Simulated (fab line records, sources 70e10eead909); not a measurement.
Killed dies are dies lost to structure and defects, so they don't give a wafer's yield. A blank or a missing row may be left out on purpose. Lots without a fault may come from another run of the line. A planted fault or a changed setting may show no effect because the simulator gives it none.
fab line records | flow nand_harc
record lots=23 wafers=69 last_day=34
route steps=1302 shown P_ZERO_WELL@31 P_STI@90 P_GATE@187 P_M0@274
lots that met no fault: from a run of the same line without faults
start_h: hours from the record's first day to the start of the lot's first wafer shown | wait_h: hours since the lot's step before | " the same as in the row above | L1.1+2: a row that stands for several wafers | - no value, or no start given | * or withheld: withheld | < > ~ a bound
route shown NAME@n: a module of which the file shows steps, and the number in the route of the first | usual: mean/standard deviation of fault-free wafers | same: alike in all rows | chamber/n: place in a boat | sites: the reading at each site | _std_site: their standard deviation | _edge_site: outer sites' mean less inner sites' | radius_mm: how far each site lies from the wafer's centre | mask NAME#n: copy n | behind: the tool/chamber that last shaped the wafer | hold: why the lot was held/for how many hours/how that ended | device: the transistor (n, p or np) that didn't switch | end of line: the same wafers' tests at the end of the route | a step without rows: its recipe alone | killed: dies lost to structure and defects at the first sort, not the wafer's yield | map: a wafer's dies, x killed, . not, _ none there
set.NAME: the setting as run; set.NAME@STEP: as run at that earlier step | model.NAME: the simulator's own value behind a step, which no gauge read
steps of the route over a sample of lots; a table a step, a row a wafer
services: from which hour (start_h, from the record's first day; less than 0 if before it) a tool's chamber was out of use, for how many hours, and why
## steps
# step NHARC_P_ZERO_WELL_DESCUM_26
# recipe time_s=3 o2_flow_sccm=200 ar_flow_sccm=0 bias_power_w=0 chemistry=O2
# usual drypump_motor_current_A=5.7/0.4 o2_flow_sccm=200.1/0.63 oes_product_au=1.001/0.0088 rf_vpp_V=57.8/0.82 showerhead_plenum_p_Torr=1.93/0.077 throttle_valve_pct=11.311/0.0092
# columns lot.wafer tool chamber start_h wait_h drypump_motor_current_A o2_flow_sccm oes_product_au rf_hours_counter_h rf_vpp_V showerhead_plenum_p_Torr throttle_valve_pct
L074.4 rie_diel-11 0 22.68 - 6.7 200.5 1.011 37 57.7 1.97 11.320
L074.3 " 3 " " 5.2 199.5 1.006 38 58.4 2.06 11.302
L074.5 " 0 " " 6.6 200.1 1.009 - 58.7 1.97 11.311
L075.2 rie_diel-11 3 35.36 - 5.3 200.1 1.023 45 58.8 2.06 11.312
L075.3 " 2 " " 5.4 199.3 1.005 40 58.7 2.01 11.306
L075.5 " 3 " " 5.2 199.7 1.010 - 58.6 2.06 11.308
L076.2 rie_diel-08 2 42.62 - 5.6 198.9 0.990 9 58.1 1.91 11.308
L076.1 " 3 " " 5.8 200.4 1.008 9 57.9 1.93 11.311
L076.5 " 2 " " 5.6 199.4 0.999 - 58.2 1.91 11.318
L077.4 rie_diel-01 3 52.65 - 5.7 200.3 1.002 4 57.4 1.88 11.303
L077.2 " 1 " " 5.9 201.0 1.011 3 58.5 1.98 11.310
L077.6 " 2 " " 6.2 199.1 1.017 - 57.0 1.82 11.318
L078.2 rie_diel-01 3 62.77 - 5.7 200.2 0.990 5 56.5 1.88 11.310
L078.4 " 0 " " 5.4 199.5 1.008 5 57.8 1.79 11.323
L078.1 " 1 " " 5.9 200.1 1.001 5 57.3 1.98 11.311
L079.2 rie_diel-08 1 72.75 - 5.6 200.3 0.997 18 58.2 2.02 11.322
L079.6 " 1 " " 5.6 200.0 0.993 - 58.7 2.02 11.304
L079.5 " 0 " " 5.4 200.7 0.998 - 56.4 1.98 11.336
L080.4 rie_diel-08 0 83.04 - 5.4 199.4 0.995 13 57.1 1.98 11.310
L080.1 " 1 " " 5.6 200.9 0.992 23 58.1 2.02 11.317
L080.2 " 3 " " 5.8 199.5 1.008 20 58.0 1.92 11.314
L081.1 rie_diel-11 0 92.62 - 6.6 200.1 1.002 0 57.5 1.97 11.320
L081.4 " 1 " " 5.1 199.8 1.004 0 57.4 1.93 11.330
L081.2 " 3 " " 5.2 201.3 1.023 0 58.3 2.06 11.305
L082.1 rie_diel-11 0 102.79 - 6.7 200.2 1.003 4 57.4 1.97 11.302
L082.6 " 0 " " 6.6 199.4 1.008 - 58.5 1.97 11.304
L082.5 " 1 " " 5.1 199.8 0.997 - 57.5 1.93 11.311
L083.3 rie_diel-08 2 112.87 - 5.6 199.6 0.993 40 59.0 1.90 11.305
L083.1 " 3 " " 5.8 201.2 0.993 33 58.5 1.92 11.322
L083.4 " 1 " " 5.6 200.5 0.996 36 57.2 2.02 11.289
L084.1 rie_diel-01 1 122.51 - 5.9 199.2 0.997 27 59.4 1.97 11.306
L084.3 " 3 " " 5.7 198.6 0.999 30 57.6 1.87 11.321
L084.5 " 0 " " 5.4 200.0 0.994 - 56.7 1.78 11.319
L085.3 rie_diel-01 1 132.78 - 5.9 200.6 1.001 29 58.5 1.97 11.338
L085.4 " 2 " " 6.2 200.5 0.998 30 57.6 1.81 11.307
L085.5 " 0 " " 5.4 199.7 1.002 - 56.4 1.78 11.306
L086.1 rie_diel-01 0 142.80 - 5.4 200.6 0.997 32 58.2 1.78 11.327
L086.5 " 2 " " 6.2 200.4 1.001 - 56.3 1.81 11.292
L086.6 " 3 " " 5.7 199.7 0.992 - 59.4 1.87 11.318
L087.4 rie_diel-01 2 156.04 - 6.2 199.7 1.014 37 57.2 1.81 11.312
L087.1 " 3 " " 5.7 199.8 1.000 38 56.3 1.87 11.299
L087.6 " 2 " " 6.2 200.0 1.011 - 58.5 1.81 11.305
L088.1 rie_diel-11 2 162.67 - 5.4 200.2 0.995 20 58.3 2.00 11.318
L088.4 " 3 " " 5.3 200.0 1.015 18 57.8 2.05 11.315
L088.6 " 2 " " 5.4 199.9 1.002 - 58.8 2.00 11.298
L090.3 rie_diel-08 0 182.78 - 5.4 201.2 0.983 56 57.6 1.97 11.315
L090.1 " 3 " " 5.8 198.4 1.000 64 57.7 1.91 11.322
L090.6 " 3 " " 5.8 198.8 0.995 - 57.2 1.91 11.302
L091.1 rie_diel-01 1 192.90 - 5.9 199.4 0.995 51 58.0 1.96 11.314
L091.2 " 2 " " 6.2 200.6 1.002 46 57.6 1.80 11.321
L091.3 " 0 " " 5.5 200.0 0.994 51 56.6 1.77 11.318
L092.4 rie_diel-01 2 202.59 - 6.2 199.8 1.010 49 55.9 1.80 11.291
L092.3 " 3 " " 5.7 199.0 0.997 50 59.3 1.87 11.301
L092.6 " 0 " " 5.4 200.7 1.006 - 57.5 1.77 11.330
L093.2 rie_diel-08 3 212.67 - 5.8 201.2 1.005 3 56.9 1.91 11.321
L093.4 " 2 " " 5.6 200.4 0.984 3 57.7 1.89 11.316
L093.5 " 0 " " 5.3 201.2 0.987 - 57.0 1.96 11.331
L094.3 rie_diel-08 2 222.76 - 5.6 200.1 0.999 5 57.3 1.89 11.320
L094.4 " 3 " " 5.9 200.1 1.007 5 57.9 1.91 11.309
L094.1 " 0 " " 5.3 201.2 1.003 7 57.8 1.96 11.312
L095.3 rie_diel-11 2 232.63 - 5.4 199.2 1.009 41 57.6 1.99 11.313
L095.4 " 3 " " 5.2 198.7 1.013 44 56.9 2.04 11.308
L095.6 " 2 " " 5.4 199.9 1.005 - 59.0 1.99 11.303
L096.1 rie_diel-08 1 242.67 - 5.6 200.7 0.998 15 57.7 2.00 11.296
L096.3 " 0 " " 5.3 199.5 0.996 13 57.7 1.96 11.305
L096.6 " 2 " " 5.6 200.3 0.989 - 59.0 1.89 11.296
L097.2 rie_diel-11 1 252.67 - 5.1 199.2 1.013 60 57.8 1.91 11.314
L097.1 " 0 " " 6.6 200.2 1.000 58 59.0 1.95 11.312
L097.5 " 2 " " 5.4 200.5 1.010 - 59.1 1.99 11.317
# step NHARC_P_STI_ETCH_15
# recipe target_depth_a=3000 taper_deg=4 time_s=100.1 hbr_flow_sccm=150 cl2_flow_sccm=50 rf_w=400 icp_w=400 bias_w=100 chemistry=HBr/Cl2
# usual drypump_motor_current_A=5.4/0.36 he_backside_leak_sccm=2.73/0.17 oes_product_au=0.999/0.011 throttle_valve_pct=26.405/0.0084
# columns lot.wafer tool chamber start_h wait_h drypump_motor_current_A he_backside_leak_sccm oes_product_au rf_hours_counter_h throttle_valve_pct
L074.4 rie_si-01 0 47.64 - 5.6 2.68 1.006 0.2 26.396
L074.3 " 1 " " 5.1 2.92 0.986 0.2 26.424
L074.5 " 0 " " 5.6 2.51 0.996 - 26.413
L075.3 rie_si-05 0 61.14 - 5.6 2.89 1.005 0.7 26.398
L075.2 " 3 " " 5.2 2.79 1.018 0.6 26.386
L075.5 " 0 " " 5.5 2.85 1.016 - 26.414
L076.2 rie_si-05 3 63.98 - 5.2 2.93 1.012 0.6 26.399
L076.1 " 1 " " 5.1 2.78 0.996 0.7 26.386
L076.5 " 2 " " 5.0 2.82 0.990 - 26.401
L077.4 rie_si-01 0 74.67 - 5.6 2.60 1.012 0.3 26.412
L077.2 " 2 " " 4.8 2.54 0.999 0.4 26.409
L077.6 " 1 " " 5.1 2.74 0.979 - 26.403
L078.2 rie_si-05 1 83.49 - 5.2 2.53 0.989 0.9 26.401
L078.1 " 2 " " 5.0 2.72 0.994 0.7 26.414
L078.4 " 0 " " 5.6 2.87 1.014 0.9 26.400
L079.2 rie_si-05 3 94.37 - 5.2 2.74 1.004 0.9 26.407
L079.5 " 1 " " 5.2 2.72 0.987 - 26.402
L079.6 " 2 " " 5.0 2.57 0.998 - 26.417
L080.2 rie_si-01 1 103.66 - 5.1 2.79 0.998 0.6 26.397
L080.1 " 2 " " 4.8 2.67 1.022 0.5 26.396
L080.4 " 0 " " 5.6 2.57 1.011 0.6 26.413
L081.1 rie_si-05 0 112.50 - 5.6 2.90 1.004 1.1 26.380
L081.2 " 1 " " 5.2 2.76 0.997 1.1 26.421
L081.4 " 3 " " 5.2 2.99 1.013 1.0 26.415
L082.1 rie_si-01 1 127.55 - 5.1 2.76 0.993 0.8 26.405
L082.6 " 3 " " 5.9 2.80 0.998 - 26.400
L082.5 " 0 " " 5.7 2.61 0.997 - 26.408
L084.1 rie_si-01 3 139.55 - 5.9 2.94 0.997 0.8 26.406
L084.3 " 0 " " 5.7 2.59 1.004 0.8 26.404
L084.5 " 2 " " 4.8 2.64 1.003 - 26.406
L083.1 rie_si-06 1 139.72 - 5.3 2.55 0.993 0.4 26.414
L083.4 " 3 " " 6.0 2.77 1.006 0.3 26.413
L083.3 " 0 " " 5.4 2.36 1.013 0.4 26.397
L085.3 rie_si-05 1 154.31 - 5.2 2.64 0.993 0.1 26.398
L085.4 " 3 " " 5.2 2.92 1.005 0.1 26.409
L085.5 " 1 " " 5.2 2.61 0.984 - 26.396
L086.1 rie_si-01 2 163.20 - 4.9 2.60 1.005 1.0 26.412
L086.5 " 1 " " 5.1 2.72 0.982 - 26.400
L086.6 " 2 " " 4.9 2.65 1.005 - 26.408
L087.4 rie_si-06 3 177.72 - 6.0 2.91 0.995 0.5 26.402
L087.1 " 0 " " 5.4 2.44 1.004 0.5 26.406
L087.6 " 3 " " 6.0 2.70 0.990 - 26.409
L088.1 rie_si-06 1 183.95 - 5.3 2.56 0.991 0.6 26.409
L088.4 " 2 " " 5.9 2.75 0.992 0.6 26.417
L088.6 " 0 " " 5.5 2.60 1.003 - 26.396
L090.1 rie_si-06 3 203.30 - 6.0 2.94 1.014 0.7 26.414
L090.3 " 0 " " 5.4 2.33 1.005 0.8 26.398
L090.6 " 3 " " 6.0 2.89 1.007 - 26.406
L091.1 rie_si-01 0 213.41 - 5.6 2.54 1.009 0.1 26.396
L091.2 " 1 " " 5.1 2.74 0.997 0.1 26.399
L091.3 " 2 " " 4.8 2.50 0.987 0.1 26.407
L092.4 rie_si-05 0 222.56 - 5.6 2.88 1.014 0.5 26.401
L092.3 " 2 " " 5.0 2.78 1.009 0.5 26.417
L092.6 " 1 " " 5.2 2.58 0.985 - 26.395
L093.4 rie_si-06 2 232.70 - 5.9 2.66 0.997 1.0 26.411
L093.2 " 0 " " 5.5 2.68 1.013 1.1 26.402
L093.5 " 2 " " 5.9 2.70 0.992 - 26.395
L094.3 rie_si-05 2 243.35 - 5.0 2.61 1.000 0.6 26.403
L094.4 " 3 " " 5.2 2.93 0.995 0.6 26.403
L094.1 " 0 " " 5.6 2.80 1.009 0.6 26.406
L095.3 rie_si-01 2 254.74 - 4.8 2.57 0.985 0.3 26.410
L095.4 " 0 " " 5.6 2.57 0.994 0.3 26.394
L095.6 " 2 " " 4.8 2.61 0.983 - 26.417
L096.1 rie_si-06 2 262.69 - 5.9 2.64 0.988 0.0 26.384
L096.3 " 3 " " 6.0 2.84 0.993 0.0 26.405
L096.6 " 1 " " 5.2 3.28 0.997 - 26.404
L097.2 rie_si-05 2 273.16 - 5.0 2.81 1.011 0.9 26.406
L097.1 " 3 " " 5.2 2.94 0.996 0.8 26.408
L097.5 " 0 " " 5.6 2.96 1.013 - 26.409
# step NHARC_P_GATE_DESCUM_61
# recipe time_s=3 o2_flow_sccm=200 ar_flow_sccm=0 bias_power_w=0 chemistry=O2
# usual drypump_motor_current_A=5.8/0.57 o2_flow_sccm=200.0/1.1 oes_product_au=0.999/0.011 rf_vpp_V=57.9/0.74 showerhead_plenum_p_Torr=1.94/0.079 throttle_valve_pct=11.312/0.0088
# columns lot.wafer tool chamber start_h wait_h drypump_motor_current_A o2_flow_sccm oes_product_au rf_hours_counter_h rf_vpp_V showerhead_plenum_p_Torr throttle_valve_pct
L074.4 rie_diel-05 0 124.66 - 5.8 200.2 0.996 3.7 58.6 1.96 11.319
L074.3 " 1 " " 5.3 201.0 0.985 1.6 58.3 2.02 11.299
L074.5 " 2 " " 5.5 199.6 0.980 - 60.0 2.03 11.317
L075.3 rie_diel-12 0 125.32 - 6.4 200.3 1.006 2.3 58.4 2.03 11.306
L075.2 " 2 " " 5.4 199.3 0.988 1.4 56.9 1.83 11.315
L075.5 " 1 " " 5.0 200.9 0.998 - 58.0 1.95 11.304
L076.2 rie_diel-12 3 126.17 - 5.7 199.4 1.007 1.7 58.2 2.03 11.303
L076.1 " 2 " " 5.4 199.3 1.017 1.4 58.2 1.83 11.308
L076.5 " 3 " " 5.7 200.0 1.007 - 59.0 2.03 11.306
L077.2 rie_diel-12 0 140.62 - 6.4 201.1 1.005 3.1 59.9 2.03 11.319
L077.6 " 0 " " 6.4 199.6 1.006 - 57.7 2.03 11.314
L077.4 " 2 " " 5.4 199.8 1.005 - 58.0 1.83 11.329
L078.2 rie_diel-12 3 150.62 - 5.7 200.4 1.002 2.6 57.4 2.03 11.327
L078.1 " 1 " " 5.0 200.5 0.994 3.1 58.2 1.95 11.313
L078.4 " 2 " " 5.4 201.2 1.001 2.6 57.8 1.83 11.317
L079.2 rie_diel-07 1 165.76 - 4.9 189.0 0.986 1.7 57.9 2.03 11.303
L079.5 " 1 " " 4.9 199.9 0.994 - 57.7 2.03 11.310
L079.6 " 2 " " 6.2 199.3 1.020 - 57.5 1.90 11.307
L080.2 rie_diel-05 3 167.71 - 6.2 199.9 1.008 4.1 57.3 1.83 11.316
L080.1 " 1 " " 5.3 199.2 0.987 2.9 56.2 2.02 11.316
L080.4 " 2 " " 5.5 201.1 0.977 4.7 57.9 2.03 11.321
L081.2 rie_diel-12 2 189.03 - 5.4 200.7 1.012 4.9 57.9 1.83 11.320
L081.1 " 3 " " 5.7 201.2 1.006 5.1 57.8 2.03 11.312
L081.4 " 0 " " 6.4 199.9 0.999 6.4 58.8 2.03 11.317
L082.1 rie_diel-07 0 197.19 - 6.3 200.5 1.000 4.5 57.4 1.86 11.322
L082.6 " 2 " " 6.3 199.7 1.019 - 58.4 1.90 11.299
L082.5 " 3 " " 6.6 200.4 0.994 - 59.1 1.88 11.307
L084.1 rie_diel-12 1 202.38 - 4.9 199.4 0.989 5.8 58.0 1.95 11.301
L084.3 " 2 " " 5.4 200.7 1.015 5.0 56.8 1.83 11.317
L084.5 " 1 " " 5.0 199.8 0.982 - 56.7 1.95 11.311
L083.1 rie_diel-07 2 202.65 - 6.2 200.6 1.017 4.4 58.9 1.90 11.295
L083.3 " 3 " " 6.6 200.4 0.994 3.9 57.5 1.88 11.296
L083.4 " 2 " " 6.2 200.2 1.013 - 58.5 1.90 11.322
L085.4 rie_diel-12 2 218.80 - 5.4 199.9 1.001 5.9 57.8 1.83 11.295
L085.3 " 1 " " 4.9 198.8 1.005 6.7 56.4 1.95 11.305
L085.5 " 3 " " 5.7 199.5 1.009 - 57.5 2.03 11.315
L086.1 rie_diel-12 2 227.98 - 5.4 199.1 1.000 6.1 57.5 1.83 11.320
L086.5 " 0 " " 6.4 199.8 0.990 - 58.4 2.03 11.305
L086.6 " 1 " " 4.9 200.5 0.977 - 57.4 1.95 11.305
L088.1 rie_diel-12 2 254.87 - 5.4 199.3 1.009 6.6 57.5 1.83 11.313
L088.4 " 1 " " 5.0 198.8 0.990 - 58.0 1.95 11.321
L088.6 " 0 " " 6.4 199.2 0.997 - 58.3 2.03 11.313
L087.4 rie_diel-07 2 256.99 - 6.2 201.0 1.014 6.8 57.6 1.90 11.301
L087.1 " 3 " " 6.6 200.3 0.995 6.3 57.6 1.88 11.297
L087.6 " 0 " " 6.4 200.0 1.001 - 56.7 1.86 11.295
L090.1 rie_diel-07 2 270.13 - 6.3 199.8 1.020 7.7 58.1 1.90 11.309
L090.3 " 0 " " 6.3 200.6 1.014 9.7 57.1 1.86 11.314
L090.6 " 2 " " 6.2 199.6 1.024 - 57.0 1.90 11.330
L091.2 rie_diel-12 2 278.18 - 5.4 200.5 1.014 0 56.5 1.83 11.325
L091.1 " 3 " " 5.7 199.6 1.004 0 57.7 2.03 11.320
L091.3 " 0 " " 6.4 200.0 0.991 0 58.1 2.03 11.317
L092.3 rie_diel-05 2 290.32 - 5.5 199.9 1.007 4.1 58.2 2.03 11.312
L092.4 " 0 " " 5.8 200.3 0.999 3.2 57.5 1.96 11.312
L092.6 " 3 " " 6.2 201.0 1.004 - 57.0 1.83 11.316
L093.4 rie_diel-05 2 296.40 - 5.5 200.6 0.996 4.2 58.1 2.03 11.312
L093.2 " 1 " " 5.3 200.0 0.998 4.4 58.7 2.02 11.310
L093.5 " 3 " " 6.2 200.1 1.003 - 58.1 1.83 11.306
L094.1 rie_diel-07 2 308.92 - 6.2 200.9 1.008 0 57.5 1.90 11.319
L094.3 " 3 " " 6.6 198.6 0.990 0 57.5 1.88 11.301
L094.4 " 0 " " 6.4 199.4 0.998 0 57.5 1.86 11.322
L095.3 rie_diel-12 3 323.56 - 5.7 199.5 1.012 2.9 58.0 2.03 11.315
L095.4 " 0 " " 6.4 200.4 0.983 2.4 57.3 2.03 11.310
L095.6 " 1 " " 4.9 199.8 1.001 - 58.3 1.95 11.297
L096.3 rie_diel-05 0 329.09 - 5.8 199.5 0.998 6.2 58.5 1.96 11.295
L096.1 " 3 " " 6.1 199.2 0.994 5.8 56.9 1.83 11.312
L096.6 " 0 " " 5.8 198.7 0.997 - 58.3 1.96 11.307
L097.1 rie_diel-07 1 337.23 - 4.9 200.5 0.979 1.1 58.4 2.02 11.304
L097.2 " 0 " " 6.3 199.9 0.999 1.4 58.3 1.86 11.307
L097.5 " 1 " " 4.9 199.8 0.975 - 59.7 2.03 11.307
# step NHARC_P_GATE_STRIP_76
# recipe power_w=1500 temp_c=250 chemistry=O2
# usual drypump_motor_current_A=5.6/0.49 heater_power_w=335/24
# columns lot.wafer tool chamber start_h wait_h drypump_motor_current_A heater_power_w rf_hours_counter_h
L074.3 plasma_asher-02 0 125.30 0.2 6.1 339 -
L074.4 " 1 " " 5.5 326 -
L074.5 " 0 " " 6.1 336 -
L075.2 plasma_asher-01 1 125.96 0.2 4.7 376 28
L075.3 " 0 " " 5.8 315 -
L075.5 " 1 " " 4.7 363 -
L076.2 plasma_asher-02 0 126.79 0.2 6.1 352 7
L076.1 " 1 " " 5.5 330 7
L076.5 " 1 " " 5.4 324 -
L077.2 plasma_asher-01 0 141.27 0.2 5.8 318 32
L077.4 " 0 " " 5.8 317 -
L077.6 " 1 " " 4.7 374 -
L078.2 plasma_asher-01 1 151.25 0.2 4.7 375 33
L078.1 " 0 " " 5.8 319 33
L078.4 " 0 " " 5.8 307 -
L079.2 plasma_asher-02 1 166.39 0.2 5.5 316 15
L079.6 " 0 " " 6.1 340 -
L079.5 " 1 " " 5.5 322 -
L080.2 plasma_asher-02 0 169.01 0.2 6.1 337 16
L080.1 " 1 " " 5.5 316 16
L080.4 " 1 " " 5.5 321 -
L081.1 plasma_asher-02 0 189.65 0.2 6.1 349 22
L081.2 " 1 " " 5.5 324 22
L081.4 " 0 " " 6.1 345 -
L082.1 plasma_asher-02 1 197.97 0.2 5.5 322 24
L082.6 " 0 " " 6.1 345 -
L082.5 " 1 " " 5.5 319 -
L084.1 plasma_asher-01 0 203.02 0.2 5.8 326 6
L084.3 " 1 " " 4.7 382 -
L084.5 " 0 " " 5.8 336 -
L083.1 plasma_asher-02 1 203.31 0.2 5.5 332 25
L083.4 " 0 " " 6.1 350 -
L083.3 " 1 " " 5.5 325 -
L085.4 plasma_asher-01 1 219.45 0.2 4.7 376 -
L085.3 " 0 " " 5.8 333 -
L085.5 " 0 " " 5.8 326 -
L086.1 plasma_asher-02 1 228.59 0.2 5.5 323 31
L086.5 " 0 " " 6.1 351 -
L086.6 " 1 " " 5.5 325 -
L088.1 plasma_asher-01 1 255.52 0.2 4.7 376 17
L088.4 " 1 " " 4.7 387 -
L088.6 " 1 " " 4.7 388 -
L087.1 plasma_asher-01 0 258.01 0.2 5.8 325 19
L087.4 " 0 " " 5.8 335 -
L087.6 " 0 " " 5.8 334 -
L090.1 plasma_asher-02 1 270.76 0.2 5.5 308 2
L090.3 " 0 " " 6.1 313 -
L090.6 " 1 " " 5.5 316 -
L091.1 plasma_asher-02 1 278.81 0.2 5.5 312 5
L091.2 " 0 " " 6.1 323 5
L091.3 " 1 " " 5.5 307 -
L092.4 plasma_asher-02 0 290.97 0.2 6.1 314 -
L092.3 " 1 " " 5.5 312 -
L092.6 " 0 " " 6.1 321 -
L093.2 plasma_asher-02 1 297.04 0.2 5.5 306 8
L093.4 " 1 " " 5.5 311 -
L093.5 " 0 " " 6.1 322 -
L094.1 plasma_asher-02 1 309.55 0.2 5.5 314 12
L094.3 " 1 " " 5.5 305 -
L094.4 " 0 " " 6.1 328 -
L095.3 plasma_asher-02 1 324.18 0.2 5.5 309 -
L095.4 " 0 " " 6.1 318 -
L095.6 " 0 " " 6.1 317 -
L096.1 plasma_asher-01 0 329.73 0.2 5.8 327 34
L096.3 " 1 " " 4.7 383 -
L096.6 " 1 " " 4.7 384 -
L097.2 plasma_asher-02 0 337.96 0.2 6.1 323 17
L097.1 " 1 " " 5.5 313 17
L097.5 " 1 " " 5.5 297 -
# step NHARC_P_GATE_STRIP_113
# recipe power_w=1500 temp_c=110 time_s=740 chemistry=N2/H2
# usual drypump_motor_current_A=5.6/0.51 heater_power_w=90/6.9
# columns lot.wafer tool chamber start_h wait_h drypump_motor_current_A heater_power_w rf_hours_counter_h
L074.4 plasma_asher-01 0 127.09 0.4 5.8 84 -
L074.3 " 1 " " 4.7 98 -
L074.5 " 0 " " 5.8 84 -
L075.2 plasma_asher-02 1 127.40 0.2 5.5 86 8
L075.3 " 0 " " 6.1 91 -
L075.5 " 1 " " 5.5 86 -
L076.1 plasma_asher-01 1 128.31 0.2 4.7 101 29
L076.2 " 0 " " 5.8 85 29
L076.5 " 0 " " 5.8 85 -
L077.2 plasma_asher-01 0 142.84 0.3 5.8 83 32
L077.4 " 0 " " 5.8 85 -
L077.6 " 1 " " 4.7 99 -
L078.2 plasma_asher-01 1 152.70 0.2 4.7 101 34
L078.1 " 0 " " 5.8 87 34
L078.4 " 1 " " 4.8 101 -
L079.2 plasma_asher-02 1 167.82 0.3 5.5 86 15
L079.5 " 0 " " 6.1 93 -
L079.6 " 1 " " 5.5 87 -
L080.2 plasma_asher-02 0 170.33 0.2 6.1 89 18
L080.1 " 1 " " 5.5 85 18
L080.4 " 1 " " 5.5 85 -
L081.1 plasma_asher-02 1 190.99 0.2 5.5 84 22
L081.2 " 0 " " 6.1 91 22
L081.4 " 0 " " 6.1 91 -
L082.1 plasma_asher-01 1 199.55 0.3 4.7 102 5
L082.5 " 0 " " 5.8 91 -
L082.6 " 1 " " 4.7 103 -
L084.1 plasma_asher-02 1 204.61 0.3 5.5 87 25
L084.3 " 1 " " 5.5 88 -
L084.5 " 1 " " 5.5 90 -
L083.1 plasma_asher-01 1 204.86 0.3 4.7 101 6
L083.4 " 0 " " 5.8 89 -
L083.3 " 1 " " 4.8 102 -
L085.4 plasma_asher-02 0 220.99 0.3 6.1 92 -
L085.3 " 1 " " 5.5 87 -
L085.5 " 0 " " 6.1 90 -
L086.1 plasma_asher-02 0 230.03 0.3 6.1 90 31
L086.6 " 1 " " 5.5 85 -
L086.5 " 0 " " 6.1 92 -
L088.1 plasma_asher-01 1 257.08 0.3 4.7 101 18
L088.4 " 1 " " 4.7 103 -
L088.6 " 0 " " 5.8 88 -
L087.1 plasma_asher-01 1 259.56 0.3 4.7 103 19
L087.4 " 1 " " 4.8 104 -
L087.6 " 0 " " 5.8 90 -
L090.1 plasma_asher-02 0 272.33 0.3 6.1 85 3
L090.3 " 1 " " 5.5 84 -
L090.6 " 0 " " 6.1 88 -
L091.1 plasma_asher-01 1 280.13 0.2 4.7 102 24
L091.2 " 0 " " 5.8 89 24
L091.3 " 1 " " 4.7 102 -
L092.3 plasma_asher-02 0 292.63 0.4 6.1 84 -
L092.4 " 1 " " 5.5 84 -
L092.6 " 0 " " 6.1 87 -
L093.2 plasma_asher-02 0 298.36 0.2 6.1 84 9
L093.4 " 0 " " 6.1 85 -
L093.5 " 1 " " 5.5 82 -
L094.1 plasma_asher-01 1 310.99 0.2 4.7 101 30
L094.4 " 1 " " 4.7 102 -
L094.3 " 0 " " 5.8 89 -
L095.3 plasma_asher-02 1 325.72 0.4 5.5 83 -
L095.4 " 0 " " 6.1 82 -
L095.6 " 1 " " 5.5 81 -
L096.1 plasma_asher-01 1 331.04 0.2 4.7 102 34
L096.3 " 1 " " 4.7 103 -
L096.6 " 1 " " 4.7 103 -
L097.1 plasma_asher-02 1 339.45 0.2 5.5 81 17
L097.2 " 0 " " 6.1 83 17
L097.5 " 0 " " 6.1 85 -
# step NHARC_P_M0_PVD_20
# recipe target_thk_a=50 bias_v=168.6 power_w=15000 chamber_pressure_pa=0.12 time_s=8.06 substrate_temp_c=50 material=TaN
# usual cathode_dc_power_W=15000/2.6 throttle_valve_pct=29.5/1.3
# columns lot.wafer tool chamber start_h wait_h cathode_dc_power_W throttle_valve_pct
L074.3 pvd_sputter-03 - - - 14998 29.7
L074.4 " - " " 15001 28.0
L074.5 " - " " 15001 29.3
L075.3 pvd_sputter-02 - - - 14993 31.3
L075.2 " - " " 15001 29.9
L075.5 " - " " 15002 31.2
L076.2 pvd_sputter-01 - - - 15002 29.5
L076.1 " - " " 14999 30.3
L076.5 " - " " 15000 29.1
L077.4 pvd_sputter-03 - - - 14999 27.5
L077.2 " - " " 14998 28.0
L077.6 " - " " 15000 27.5
L078.4 pvd_sputter-03 - - - 14997 30.0
L078.2 " - " " 15004 28.0
L078.1 " - " " 15001 27.7
L079.2 pvd_sputter-02 - - - 15000 27.5
L079.6 " - " " 15000 27.6
L079.5 " - " " 14999 31.2
L080.2 pvd_sputter-03 - - - 14998 28.7
L080.1 " - " " 15003 28.1
L080.4 " - " " 15004 29.4
L081.4 pvd_sputter-02 - - - 15001 27.7
L081.1 " - " " 14997 31.2
L081.2 " - " " 15001 30.5
L082.1 pvd_sputter-03 - - - 14995 29.3
L082.6 " - " " 15002 28.4
L082.5 " - " " 14999 29.1
L084.3 pvd_sputter-02 - - - 14996 29.8
L084.1 " - " " 14999 28.0
L084.5 " - " " 14998 29.8
L083.1 pvd_sputter-03 - - - 14996 27.8
L083.3 " - " " 15001 28.4
L083.4 " - " " 15001 29.2
L085.4 pvd_sputter-02 - - - 15002 31.6
L085.3 " - " " 14999 30.3
L085.5 " - " " 15002 30.0
L086.1 pvd_sputter-02 - - - 15002 27.6
L086.5 " - " " 14998 31.1
L086.6 " - " " 15001 30.1
L088.4 pvd_sputter-01 - - - 14997 30.8
L088.1 " - " " 15000 29.0
L088.6 " - " " 15001 30.3
L087.4 pvd_sputter-01 - - - 15000 29.8
L087.1 " - " " 15003 28.8
L087.6 " - " " 15001 29.8
L090.1 pvd_sputter-03 - - - 14998 28.5
L090.3 " - " " 14999 27.7
L090.6 " - " " 15001 28.0
L091.2 pvd_sputter-03 - - - 14999 28.2
L091.1 " - " " 15005 29.0
L091.3 " - " " 14998 27.8
L092.4 pvd_sputter-02 - - - 15000 30.6
L092.3 " - " " 15003 31.6
L092.6 " - " " 15002 30.9
L093.4 pvd_sputter-02 - - - 15001 28.2
L093.2 " - " " 14998 31.6
L093.5 " - " " 15000 31.8
L094.1 pvd_sputter-02 - - - 15003 31.9
L094.3 " - " " 15002 31.0
L094.4 " - " " 14996 27.9
L095.4 pvd_sputter-02 - - - 14999 28.0
L095.3 " - " " 14996 28.9
L095.6 " - " " 15000 28.1
L096.1 pvd_sputter-02 - - - 15000 29.4
L096.3 " - " " 15007 31.9
L096.6 " - " " 14996 29.7
L097.1 pvd_sputter-01 - - - 15002 30.0
L097.2 " - " " 14998 28.9
L097.5 " - " " 14997 31.2
## services
# columns tool chamber start_h hours kind
rie_diel-12 3 14.83 6.2 repair
plasma_asher-02 - 24.74 7.8 repair
plasma_asher-01 - 36.31 1.4 repair
plasma_asher-01 - 41.26 17.1 repair
rie_si-05 0 53.12 5.1 repair
rie_si-05 1 55.48 4.7 repair
rie_diel-12 1 60.25 4.7 repair
plasma_asher-02 - 72.00 9.0 pm
rie_diel-12 - 91.68 9.0 pm
plasma_asher-01 - 97.98 0.5 repair
pvd_sputter-02 - 104.01 10.0 pm
rie_si-05 - 128.00 9.0 pm
rie_diel-12 3 137.92 6.4 repair
plasma_asher-01 - 165.00 9.0 pm
rie_si-05 - 168.74 0.2 repair
rie_diel-12 3 180.21 3.2 repair
rie_diel-12 3 248.83 7.0 repair
plasma_asher-02 - 249.00 9.0 pm
pvd_sputter-02 - 249.50 0.5 repair
rie_diel-12 - 268.68 9.0 pm
rie_si-05 0 279.83 4.7 repair
pvd_sputter-02 - 282.01 10.0 pm
rie_si-05 - 305.00 9.0 pm
plasma_asher-01 - 342.00 9.0 pm
## key
fault none
